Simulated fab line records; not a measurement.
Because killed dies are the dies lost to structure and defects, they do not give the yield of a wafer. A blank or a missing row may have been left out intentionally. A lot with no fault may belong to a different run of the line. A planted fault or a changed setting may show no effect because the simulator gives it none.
fab line records ; flow nand-harc
[record] lots = 11; wafers = 31; last-day = 32
route steps=1302 shown P_CONTACT@247 P_M0@266
lots that met no fault: taken from a fault-free run of the same line
start-h: the number of hours between the record's first day and the start of the first shown wafer of the lot ; wait-h: how many hours have passed since the lot's step before this one ; " repeats the value in the row above ; L1.1+2: several wafers, shown together as one row ; - no value, or no start was given ; * or withheld: withheld ; < > ~ a bound
route shown NAME@n: NAME is a module with steps in the file, n the number in the route of the first one ; usual: mean and standard deviation over wafers with no fault ; same: alike in all rows ; chamber/n: place in a boat ; sites: the reading at each site ; _std_site: standard deviation across them ; _edge_site: inner sites' mean taken away from outer sites' mean ; radius-mm: how far each site lies from the wafer's centre ; mask NAME#n: copy n ; behind: the most recent tool/chamber to have shaped the wafer ; hold: the reason the lot was held/the length of the hold in hours/how it ended ; device: the n, p or np transistor that did not switch ; end of line: at the end of the route, the tests of the same wafers ; step lacking rows: just its recipe ; killed: dies that structure and defects cost at the first sort, which is not the same as the wafer's yield ; map: per-die view of a wafer (x killed, . not killed, _ where there is no die)
set.NAME: the setting the step ran with; set.NAME@STEP: the setting that earlier step ran with ; model.NAME: the simulator's own value behind a step, which no gauge read
steps of the route over a sample of lots; a table a step, a row a wafer
services: when a tool's chamber went out of use (start-h, in hours from the record's first day, below 0 if earlier), for how many hours, and the reason
[[steps]]
[step NHARC_P_CONTACT_ALD_22]
[recipe] target-thk-a = 30; pulse-time-s = 1; ald-cycles = 150; temp-c = 450; material = TiN
[usual] heater-power-w = 1097/120; precursor-pulse-height-rel = 1.001/0.023; susceptor-temp-C = 450.00/0.21
[same] ald-cycles = 150; pulse-time-s = 1
lot.wafer;tool;chamber;start-h;wait-h;heater-power-w;precursor-pulse-height-rel;since-wet-clean-h;susceptor-temp-C
L593.3;ald-metal-03;1;132.92;-;930;0.982;89;449.90
L593.2;ald-metal-03;2;132.92;-;998;1.049;89;449.80
L593.5;ald-metal-03;0;132.92;-;806;1.047;-;450.01
L594.3;ald-metal-02;3;134.80;-;1100;0.941;49;-
L594.6;ald-metal-02;3;134.80;-;1104;1.021;-;-
L594.5;ald-metal-02;0;134.80;-;1181;1.010;-;-
L595.4;ald-metal-02;1;157.16;-;1157;1.009;71;450.35
L595.2;ald-metal-02;2;157.16;-;1058;1.023;71;450.12
L595.6;ald-metal-02;2;157.16;-;1033;0.985;-;450.24
L596.3;ald-metal-03;1;158.95;-;922;1.011;115;450.13
L596.4;ald-metal-03;2;158.95;-;997;1.036;115;449.97
L596.5;ald-metal-03;1;158.95;-;957;1.000;-;450.03
L597.2;ald-metal-03;3;170.67;-;1121;0.987;127;450.00
L597.5;ald-metal-03;0;170.67;-;824;1.043;-;450.25
L597.6;ald-metal-03;1;170.67;-;939;0.995;-;449.70
L600.2;ald-metal-04;0;198.76;-;1133;0.981;71;450.30
L600.4;ald-metal-04;2;198.76;-;1103;1.005;71;450.10
L600.5;ald-metal-04;0;198.76;-;1142;1.002;-;450.17
L601.3;ald-metal-04;1;216.42;-;1130;0.987;88;449.93
L601.2;ald-metal-04;2;216.42;-;1121;0.971;88;450.18
L601.4;ald-metal-04;0;216.42;-;1151;0.993;89;450.18
L605.3;ald-metal-02;1;265.32;-;1163;1.052;1;449.66
L605.4;ald-metal-02;3;265.32;-;1092;0.938;1;449.71
L605.6;ald-metal-02;1;265.32;-;1138;0.963;-;450.00
L606.2;ald-metal-04;2;266.23;-;1117;1.016;138;450.21
L606.3;ald-metal-04;3;266.23;-;1254;0.983;138;450.06
L606.6;ald-metal-04;1;266.23;-;1104;0.991;-;450.06
L611.1;ald-metal-04;3;306.69;-;1321;1.007;1;450.07
L611.5;ald-metal-04;3;306.69;-;1320;1.022;-;449.79
L612.1;ald-metal-04;2;311.93;-;1104;0.994;6;450.15
L612.3;ald-metal-04;0;311.93;-;1094;0.973;6;450.27
[step NHARC_P_CONTACT_INSPECT_27]
[usual] raw-defect-count = 276/130
lot.wafer;tool;chamber;start-h;wait-h;raw-defect-count
L593.2;defect-inspect-02;-;134.13;0.1;250
L593.3;defect-inspect-02;-;134.13;0.1;308
L593.5;defect-inspect-02;-;134.13;0.1;189
L594.3;defect-inspect-01;-;136.60;0.1;114
L594.5;defect-inspect-01;-;136.60;0.1;180
L594.6;defect-inspect-01;-;136.60;0.1;189
L595.2;defect-inspect-02;-;158.42;0.1;320
L595.4;defect-inspect-02;-;158.42;0.1;446
L595.6;defect-inspect-02;-;158.42;0.1;616
L596.3;defect-inspect-01;-;160.23;0.1;150
L596.4;defect-inspect-01;-;160.23;0.1;155
L596.5;defect-inspect-01;-;160.23;0.1;140
L597.2;defect-inspect-01;-;171.86;0.1;167
L597.5;defect-inspect-01;-;171.86;0.1;144
L597.6;defect-inspect-01;-;171.86;0.1;237
L600.2;defect-inspect-02;-;200.00;0.1;581
L600.4;defect-inspect-02;-;200.00;0.1;206
L600.5;defect-inspect-02;-;200.00;0.1;253
L601.2;defect-inspect-02;-;217.67;0.1;170
L601.3;defect-inspect-02;-;217.67;0.1;283
L601.4;defect-inspect-02;-;217.67;0.1;234
L605.3;defect-inspect-02;-;266.55;0.1;163
L605.4;defect-inspect-02;-;266.55;0.1;172
L605.6;defect-inspect-02;-;266.55;0.1;292
L606.2;defect-inspect-01;-;267.49;0.1;177
L606.3;defect-inspect-01;-;267.49;0.1;362
L606.6;defect-inspect-01;-;267.49;0.1;170
L611.1;defect-inspect-02;-;307.94;0.1;340
L611.5;defect-inspect-02;-;307.94;0.1;335
L612.1;defect-inspect-02;-;313.16;0.1;237
L612.3;defect-inspect-02;-;313.16;0.1;212
[step NHARC_P_M0_DESCUM_14]
[recipe] time-s = 3; o2-flow-sccm = 200; ar-flow-sccm = 0; bias-power-w = 0; chemistry = O2
[usual] drypump-motor-current-A = 5.8/0.52; o2-flow-sccm = 200.1/0.53; oes-product-au = 1.005/0.0096; rf-vpp-V = 57.8/0.91; showerhead-plenum-p-Torr = 1.89/0.094; throttle-valve-pct = 11.312/0.009
lot.wafer;tool;chamber;start-h;wait-h;drypump-motor-current-A;o2-flow-sccm;oes-product-au;rf-hours-counter-h;rf-vpp-V;showerhead-plenum-p-Torr;throttle-valve-pct
L593.3;rie-diel-13;1;135.23;0.1;5.1;199.4;0.992;19;56.1;1.80;11.314
L593.2;rie-diel-13;2;135.23;0.1;5.9;201.4;1.014;20;58.0;1.83;11.304
L593.5;rie-diel-13;3;135.23;0.1;5.1;200.5;1.009;-;58.0;1.83;11.320
L594.3;rie-diel-13;3;137.71;0.1;5.2;200.6;1.017;24;57.6;1.83;11.306
L594.6;rie-diel-13;0;137.71;0.1;6.5;199.8;0.995;-;58.2;2.05;11.297
L594.5;rie-diel-13;1;137.71;0.1;5.2;200.7;1.000;-;55.2;1.80;11.313
L595.4;rie-diel-11;1;159.53;0.1;6.4;200.5;1.014;27;57.2;1.98;11.314
L595.2;rie-diel-11;2;159.53;0.1;5.5;200.1;1.025;22;58.3;1.86;11.301
L595.6;rie-diel-11;1;159.53;0.1;6.4;199.9;1.007;-;57.6;1.98;11.303
L596.3;rie-diel-13;0;161.33;0.1;6.5;200.1;0.994;26;57.9;2.05;11.314
L596.4;rie-diel-13;1;161.33;0.1;5.2;200.6;1.005;23;57.4;1.80;11.316
L596.5;rie-diel-13;0;161.33;0.1;6.5;199.8;1.000;-;58.5;2.05;11.303
L597.2;rie-diel-10;2;172.84;0.1;5.5;199.6;1.019;36;56.0;1.80;11.327
L597.6;rie-diel-10;2;172.84;0.1;5.5;199.6;1.018;-;56.9;1.80;11.300
L597.5;rie-diel-10;3;172.84;0.1;6.2;200.5;1.033;-;58.4;1.96;11.321
L600.4;rie-diel-11;2;201.09;0.1;5.5;199.8;1.014;35;58.3;1.85;11.290
L600.2;rie-diel-11;0;201.09;0.1;5.3;199.2;0.998;43;57.1;2.06;11.317
L600.5;rie-diel-11;3;201.09;0.1;6.3;199.6;1.003;-;57.7;1.99;11.304
L601.3;rie-diel-13;3;218.75;0.1;5.1;200.1;1.010;6;57.5;1.83;11.315
L601.2;rie-diel-13;1;218.75;0.1;5.1;199.5;0.989;4;58.1;1.80;11.307
L601.4;rie-diel-13;2;218.75;0.1;5.9;199.7;1.012;5;58.1;1.82;11.316
L605.3;rie-diel-13;2;267.51;0.1;5.9;200.2;1.011;14;57.8;1.82;11.303
L605.4;rie-diel-13;1;267.51;0.1;5.1;200.5;0.996;14;58.6;1.80;11.301
L605.6;rie-diel-13;2;267.51;0.1;5.9;200.8;1.005;-;56.4;1.82;11.311
L606.3;rie-diel-13;2;268.58;0.1;5.9;200.0;1.014;14;58.6;1.82;11.314
L606.2;rie-diel-13;3;268.58;0.1;5.2;200.0;1.007;15;57.7;1.83;11.305
L606.6;rie-diel-13;2;268.58;0.1;5.9;198.5;1.009;-;56.9;1.82;11.307
L611.1;rie-diel-10;0;309.04;0.1;6.3;199.6;1.010;22;58.6;1.90;11.312
L611.5;rie-diel-10;2;309.04;0.1;5.5;200.1;1.013;-;56.2;1.79;11.296
L612.3;rie-diel-10;3;314.13;0.1;6.2;201.4;0.999;21;56.7;1.95;11.303
L612.1;rie-diel-10;0;314.13;0.1;6.3;200.3;1.010;22;57.7;1.90;11.295
[step NHARC_P_M0_ECD_22]
[recipe] target-thk-a = 4000; bath-temp-c = 25; material = Cu
lot.wafer;tool;chamber;start-h;wait-h
L593.2+3+5;ecd-cu-02;0,0,1;136.54;-
L594.3+6+5;ecd-cu-02;0,1,0;139.11;-
L595.2+4+6;ecd-cu-02;0,0,1;161.55;-
L596.3+4+5;ecd-cu-02;0,1,1;162.74;-
L597.2+6+5;ecd-cu-02;1,1,0;174.14;-
L600.2+4+5;ecd-cu-02;0,1,0;202.42;-
L601.2+4+3;ecd-cu-02;0,0,1;220.04;-
L605.4+3+6;ecd-cu-02;1,0,0;269.63;-
L606.2+3+6;ecd-cu-01;1;269.85;-
L611.1+5;ecd-cu-02;1;310.37;-
L612.1+3;ecd-cu-02;0,1;315.39;-
[step NHARC_P_M0_CMP_23]
[recipe] t-overpolish-s = 20; target-thk-nm = 117.54
[usual] motor-current-A = 11.6/1; slurry-filter-dp-kPa = 13.51/0.14; time-to-endpoint-s = 29.2/2.4
lot.wafer;tool;chamber;start-h;wait-h;motor-current-A;slurry-filter-dp-kPa;time-to-endpoint-s
L593.2;cmp-03;1;137.25;-;10.8;13.68;26.5
L593.3;cmp-03;2;137.25;-;11.8;13.60;25.9
L593.5;cmp-03;0;137.25;-;12.7;13.44;31.0
L594.3;cmp-03;1;139.77;-;10.1;13.27;28.0
L594.6;cmp-03;2;139.77;-;11.3;13.47;28.5
L594.5;cmp-03;3;139.77;-;11.5;13.62;27.0
L595.2;cmp-01;0;162.23;-;11.8;13.55;22.9
L595.4;cmp-01;1;162.23;-;10.8;13.25;25.4
L595.6;cmp-01;1;162.23;-;11.1;13.49;25.8
L596.3;cmp-04;1;163.36;-;10.4;13.43;30.5
L596.4;cmp-04;2;163.36;-;10.1;13.35;33.1
L596.5;cmp-04;2;163.36;-;9.5;13.63;33.6
L597.2;cmp-03;1;174.94;-;10.3;13.49;30.9
L597.5;cmp-03;2;174.94;-;11.7;13.56;29.7
L597.6;cmp-03;3;174.94;-;11.6;13.32;28.6
L600.4;cmp-03;3;203.14;-;12.0;13.67;25.9
L600.2;cmp-03;0;203.14;-;11.5;13.72;30.6
L600.5;cmp-03;0;203.14;-;11.7;13.52;30.6
L601.3;cmp-03;0;220.80;-;12.2;13.47;30.9
L601.4;cmp-03;1;220.80;-;10.4;13.35;29.6
L601.2;cmp-03;2;220.80;-;12.0;13.57;28.0
L605.3;cmp-04;0;270.31;-;11.7;13.40;29.0
L605.4;cmp-04;1;270.31;-;11.1;13.67;29.3
L605.6;cmp-04;3;270.31;-;13.6;13.51;30.0
L606.2;cmp-01;1;270.64;-;11.1;13.42;29.6
L606.3;cmp-01;2;270.64;-;11.4;13.63;33.0
L606.6;cmp-01;0;270.64;-;12.6;13.47;28.9
L611.1;cmp-04;1;311.10;-;10.9;13.06;37.0
L611.5;cmp-04;0;311.10;-;11.8;13.36;29.8
L612.1;cmp-04;1;316.11;-;11.4;13.55;36.6
L612.3;cmp-04;3;316.11;-;13.6;13.59;38.1
[[services]]
tool;chamber;start-h;hours;kind
cmp-04;-;111.00;4.0;pm
ald-metal-04;-;118.00;10.0;pm
rie-diel-13;2;119.30;2.7;repair
rie-diel-13;2;139.25;1.6;repair
cmp-03;-;154.96;0.6;repair
cmp-03;-;160.10;0.6;repair
cmp-03;-;162.00;4.0;pm
rie-diel-13;-;165.50;9.0;pm
ald-metal-02;-;168.35;1.3;repair
ald-metal-04;3;171.58;15.8;repair
cmp-03;-;181.87;18.9;repair
cmp-04;-;193.07;0.4;repair
rie-diel-13;3;197.57;5.2;repair
ald-metal-02;-;199.19;0.7;repair
ald-metal-02;2;206.23;39.3;repair
cmp-04;-;209.00;4.0;pm
ald-metal-03;-;212.02;10.0;pm
ecd-cu-02;-;244.09;8.0;pm
ald-metal-02;-;254.00;10.0;pm
cmp-03;-;254.42;0.3;repair
cmp-03;-;260.11;4.0;pm
ald-metal-03;3;261.89;3.8;repair
cmp-04;-;266.08;1.0;repair
cmp-04;-;307.00;4.0;pm
[[key]]
[first-sign] step = NHARC_P_M0_CMP_23; reading = time-to-endpoint-s; direction = up; sigmas = 3.4; usual = *; struck = *
effect none on later readings
met-at NHARC_P_M0_ECD_22
struck-lots L611,L612
struck-wafers L611.1,L612.1,L612.3
not-acting-at NHARC_P_CONTACT_ALD_22,NHARC_P_CONTACT_INSPECT_27,NHARC_P_M0_DESCUM_14
onset-between 269.63 310.37
[fault] kind = process-parameter-drift; tool = ecd-cu-02; chamber = -; onset-h = 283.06; steps = NHARC_P_M0_ECD_22; channel = target-thk-a; offset = *; shape = step; end-h = 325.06; scope = struck-wafers-only; acts-in = *; stated = *
